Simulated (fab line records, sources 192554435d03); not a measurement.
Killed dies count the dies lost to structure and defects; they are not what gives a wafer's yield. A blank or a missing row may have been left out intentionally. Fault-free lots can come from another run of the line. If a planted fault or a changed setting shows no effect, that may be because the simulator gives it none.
Chamber matching + flow n5-finfet + 4 sister chambers for N5_BEOL_M14_ETCH_68 on rie-diel-01
The step etches SOC in N2/H2, time 450 s. 20 wafers are shown with their chamber, then 10 later ones without.

## WAFERS WITH THEIR CHAMBER
| wafer  | chamber | drypump-motor-current-A (A) | showerhead-plenum-p-Torr (Torr) | oes-product-au (a.u.) |
|--------|---------|-----------------------------|---------------------------------|-----------------------|
| L077.4 | 1       | 6.1                         | 2.53                            | 0.79                  |
| L077.5 | 0       | 5.4                         | 2.55                            | 0.81                  |
| L077.6 | 2       | 4.9                         | 2.58                            | 0.87                  |
| L078.2 | 0       | 5.4                         | 2.54                            | 0.81                  |
| L078.3 | 2       | 4.9                         | 2.58                            | 0.85                  |
| L078.6 | 0       | 5.5                         | 2.54                            | 0.81                  |
| L080.2 | 0       | 5.4                         | 2.54                            | 0.80                  |
| L080.4 | 3       | 5.6                         | 2.60                            | 0.95                  |
| L080.5 | 3       | 5.6                         | 2.60                            | 0.95                  |
| L081.2 | 0       | 5.4                         | 2.54                            | 0.80                  |
| L081.5 | 2       | 4.9                         | 2.58                            | 0.85                  |
| L081.6 | 3       | 5.6                         | 2.60                            | 0.96                  |
| L086.1 | 3       | 5.6                         | 2.59                            | 0.92                  |
| L086.4 | 0       | 5.5                         | 2.54                            | 0.80                  |
| L086.6 | 0       | 5.5                         | 2.54                            | 0.79                  |
| L089.4 | 3       | 5.6                         | 2.59                            | 0.90                  |
| L089.5 | 0       | 5.4                         | 2.54                            | 0.79                  |
| L089.6 | 3       | 5.6                         | 2.59                            | 0.91                  |
| L091.1 | 0       | 5.4                         | 2.53                            | 0.80                  |
| L091.3 | 2       | 4.9                         | 2.57                            | 0.83                  |

SIGNATURES (averages over the wafers above)
| reading                  | chamber 0 | chamber 1 | chamber 2 | chamber 3 | scatter within a chamber |
|--------------------------|-----------|-----------|-----------|-----------|--------------------------|
| drypump-motor-current-A  | 5.433     | 6.100     | 4.900     | 5.600     | 0.0354                   |
| showerhead-plenum-p-Torr | 2.5400    | 2.5300    | 2.5775    | 2.5950    | 0.00515                  |
| oes-product-au           | 0.8011    | 0.7900    | 0.8500    | 0.9317    | 0.0165                   |
Rule: a wafer's distance from a chamber is the root of the sum, over the readings, of the square of ((its reading less the chamber's mean) divided by the reading's scatter). The wafer belongs to the nearest chamber; if the next one is less than 2 further off, it can't be placed. The scatter: take each reading less its chamber's mean, square it, sum over the shown wafers, divide by the number of wafers less the number of chambers, and take the root.

## WAFERS WITH NO CHAMBER GIVEN
| wafer  | drypump-motor-current-A (A) | showerhead-plenum-p-Torr (Torr) | oes-product-au (a.u.) |
|--------|-----------------------------|---------------------------------|-----------------------|
| L091.6 | 6.1                         | 2.52                            | 0.77                  |
| L090.1 | 6.1                         | 2.52                            | 0.76                  |
| L090.2 | 5.6                         | 2.59                            | 0.90                  |
| L090.3 | 4.9                         | 2.57                            | 0.84                  |
| L094.2 | 5.4                         | 2.53                            | 0.77                  |
| L094.3 | 6.1                         | 2.52                            | 0.76                  |
| L094.6 | 5.4                         | 2.53                            | 0.78                  |
| L097.2 | 6.1                         | 2.52                            | 0.76                  |
| L097.3 | 5.4                         | 2.53                            | 0.79                  |
| L097.5 | 5.4                         | 2.53                            | 0.78                  |

## THE CHAMBER EACH PASSED THROUGH
| wafer  | from the rows above | in truth |
|--------|---------------------|----------|
| L091.6 | 1                   | 1        |
| L090.1 | 1                   | 1        |
| L090.2 | 3                   | 3        |
| L090.3 | 2                   | 2        |
| L094.2 | 0                   | 0        |
| L094.3 | 1                   | 1        |
| L094.6 | 0                   | 0        |
| L097.2 | 1                   | 1        |
| L097.3 | 0                   | 0        |
| L097.5 | 0                   | 0        |
10 of 10 placed correctly. Number that these rows cannot place: 0. 0 placed wrongly.
